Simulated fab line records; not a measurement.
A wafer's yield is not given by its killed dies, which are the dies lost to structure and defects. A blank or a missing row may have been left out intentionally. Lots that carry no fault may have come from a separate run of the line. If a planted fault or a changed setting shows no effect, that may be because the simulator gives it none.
A lot that was struck, set against a sound lot -- flow n5-finfet -- 15 out of 1938 route steps
Sound: wafers L168.1, L168.5, L168.6. Wafers L159.1, L159.4 were the ones struck. The cause is given at the end.
Each step with rows lists, per side, the tool, then ch with its chambers, then its first start. Under that, the readings that differ: sound wafers -- struck wafers -- difference of the means -- sigmas: that difference in standard deviations of wafers without a fault.
alike: a reading whose means differ by less than 2 such deviations, as well as words and numbers matching on both sides. not compared: withheld readings; readings where some wafer has no value; bounds like >300 that might hide an equal value; numbers whose values overlap and for which the record gives no deviation.
A row with sigmas, a row that says differs or no value, or rows on one side alone: a step with any of these is where the two part. Numbers that don't overlap but have no deviation are shown without sigmas and don't part them. A reading that every wafer of one side lacks parts them only if that side has two wafers or more.

N5_BEOL_M11_CURE_72: cures SiCOH lowk, time 120 s.
  sound on uv-cure-01 ch 2, day 14 22:46; struck on uv-cure-02 ch 1, day 13 03:14
reading,sound,struck,difference,sigmas
wafer_temp_C_max,371.7 371.4 371.1,373.2 372.7,+1.6,+3
  alike: lamp-power-pct
N5_BEOL_M11_DEGAS_44: time 60 s.
  sound on pvd-sputter-01 at day 14 23:12; struck on pvd-sputter-03 at day 13 03:54
  alike: heater-power-w
N5_BEOL_M11_PRE_CLEAN_45: time 30 s.
  sound on pvd-sputter-01 at day 14 23:14; struck on pvd-sputter-03 at day 13 03:56
  alike: heater-power-w
N5_BEOL_M11_ALD_74: deposits TaN, target thk 2 nm, pulse time 2 s, purge time 3 s.
  sound on ald-metal-03 ch 0,1,3, day 14 23:19; struck on ald-metal-01 ch 1,2, day 13 04:00
  alike: heater-power-w
  not compared: since-wet-clean-h
then, 5 steps without rows for these wafers: N5_BEOL_M11_SURFACE_TREAT_76; N5_BEOL_M11_CVD_75 (deposits Co from CCTBA/H2, target thk 2 nm, time 138.9 s); N5_BEOL_M11_SPUTTER_48 (material Cu, target thk 12 nm, time 2 s); N5_BEOL_M11_ECD_50 (material Cu, target thk 318 nm); N5_BEOL_M11_ANNEAL_51 (time 90 s).
N5_BEOL_M11_CMP_52: polishes, stops on SiCOH lowk, t overpolish 7 s, target thk 140 nm.
  sound on cmp-01 ch 0,2,3, day 15 00:41; struck on cmp-02 ch 0,2, day 13 05:59
  alike: barrier-field-endpoint-s, clearing-platen-down-force-psi, motor-current-A, overpolish-run-s, slurry-filter-dp-kPa, time-to-endpoint-s
N5_BEOL_M11_THK_MEAS_53: measures by xrf.
  sound on film-metro-01 at day 15 00:55; struck on film-metro-01 at day 13 06:16
  alike: M11_THK
then, 1 step without rows for these wafers: N5_BEOL_M11_PRE_CLEAN_55 (time 15 s).
N5_BEOL_M11_DEP_56: deposits SiCN from 3MS/NH3, target thk 30 nm, time 10.5 s.
  sound on pecvd-01 ch 0,1, day 15 00:58; struck on pecvd-04 ch 0,1, day 13 06:20
reading,sound,struck,difference,sigmas
model.SiCN_of_BEOL_M11_DEP_56.thk-nm (nm),29.6 30 30.6,26.6 27.2,-3.2,
  alike: showerhead-plenum-p-Torr, throttle-valve-pct
  not compared: since-wet-clean-h
N5_BEOL_M11_RS_MEAS_57: measures by four-point-probe.
  sound on film-metro-01 at day 15 01:02; struck on film-metro-02 at day 13 06:24
  alike: M11_RS
N5_PASSIVATION_PROBE_49:
  record: rows for the struck wafers here (prober-01, day 14 21:44), none for the sound ones

WHERE THEY PART
Last at N5_PASSIVATION_PROBE_49 as far as this record goes, first at N5_BEOL_M11_CURE_72.

WHY: whatever the simulator had introduced
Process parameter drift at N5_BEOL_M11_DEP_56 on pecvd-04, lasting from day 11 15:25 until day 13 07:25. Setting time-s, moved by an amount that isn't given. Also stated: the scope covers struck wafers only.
